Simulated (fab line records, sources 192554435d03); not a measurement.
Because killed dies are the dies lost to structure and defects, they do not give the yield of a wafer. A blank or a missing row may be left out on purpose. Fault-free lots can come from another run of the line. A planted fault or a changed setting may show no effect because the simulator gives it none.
Code-filled problem report in 8D (eight disciplines) form | flow n5_finfet | the parts of the form that need people (team, actions taken, sign-off) are left out

== 1. THE PROBLEM ==
Mean of rf_fwd_power_W at N5_BEOL_M4_ETCH_70: 1038.0 W across 6 wafers in 2 lots; on wafers with no fault it is 836.5 W (standard deviation 2.7). That is +75 standard deviations from the usual mean.
The step: etches SOC in N2/H2, target depth 80 nm, overetch 24 nm, time 130 s.
The first sign was on wafer L422.2 at day 12 00:14, on rie_diel-02. The record holds 17 wafers of 6 lots with a number at this step. By rule, "out" or "out of limits" means more than 4 standard deviations away from the usual mean. All remaining wafers that have a number are taken as sound.

== 2. WHAT IT IS, WHAT IT ISN'T ==
question                    | is                       | is not
which readings at this step | rf_fwd_power_W, rf_vpp_V | drypump_motor_current_A, oes_product_au, showerhead_plenum_p_Torr, throttle_valve_pct
which lots                  | L422, L425               | L408, L410, L423, L430
which wafers of those lots  | all that have a number   | -
read on which tools         | rie_diel-02              | rie_diel-05, rie_diel-06
when                        | from day 12 00:14        | up to then (6 sound wafers); but 5 sound wafers of L423, L430 came after

== 3. SUSPECTS, AND WHAT RULES EACH OUT ==
Counting: a tool stays on the suspect list if, at a process step up to the reading, it processed all lots that are out and no sound lot following the first of them.
- rie_diel-02 at N5_BEOL_M4_ETCHBACK_99 (etches SiO2 in CHF3, target depth 5 nm, time 10.4 s): kept. It processed each lot that is out, first L422 at day 12 00:12, and no sound lot thereafter; up to then, the last sound lot it processed was L410 at day 9 05:25.
- rie_diel-02 at N5_BEOL_M4_ETCH_70 (etches SOC in N2/H2, target depth 80 nm, overetch 24 nm, time 130 s): kept. It processed each lot that is out, first L422 at day 12 00:14, and no sound lot thereafter; up to then, the last sound lot it processed was L410 at day 9 05:26. Its own readings are out on those wafers: rf_fwd_power_W, rf_vpp_V.
Remaining after the count are rie_diel-02 at N5_BEOL_M4_ETCHBACK_99 and rie_diel-02 at N5_BEOL_M4_ETCH_70.

== 4. THE CAUSE (what the simulator had put in) ==
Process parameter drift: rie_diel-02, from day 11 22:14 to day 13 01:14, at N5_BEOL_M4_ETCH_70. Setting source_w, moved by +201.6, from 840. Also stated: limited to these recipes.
Counting leaves 2 suspects; this tool is one of them.

== 5. THE EFFECT CHAIN, in route order ==
Each row: a reading where the mean over the struck wafers with a number is more than 3 standard deviations away from the usual. Scope: only readings with a usual standard deviation given in the record; hours: median across lots of the time from each lot's start at the first step in this table that gives one to its start at this step; sigmas: change in usual standard deviations.
hours | step               | reading        | usual   | on struck wafers | change | sigmas
0     | N5_BEOL_M4_ETCH_70 | rf_fwd_power_W | 836.5 W | 1038.0           | +201.5 | +75
0     | N5_BEOL_M4_ETCH_70 | rf_vpp_V       | 524.0 V | 488.2            | -35.8  | -18
Here are the process steps it includes:
- N5_BEOL_M4_ETCH_70: etches SOC in N2/H2, target depth 80 nm, overetch 24 nm, time 130 s.
At these later measuring or inspecting steps, every struck wafer for which the step has a row has a number for every such reading, and none has moved that far: N5_BEOL_M4_RC_MEAS_101.

== 6. WHAT WOULD HAVE CAUGHT IT SOONER ==
In this record the first reading out of limits was taken at day 12 00:14, 2 hours after the fault began at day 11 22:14.
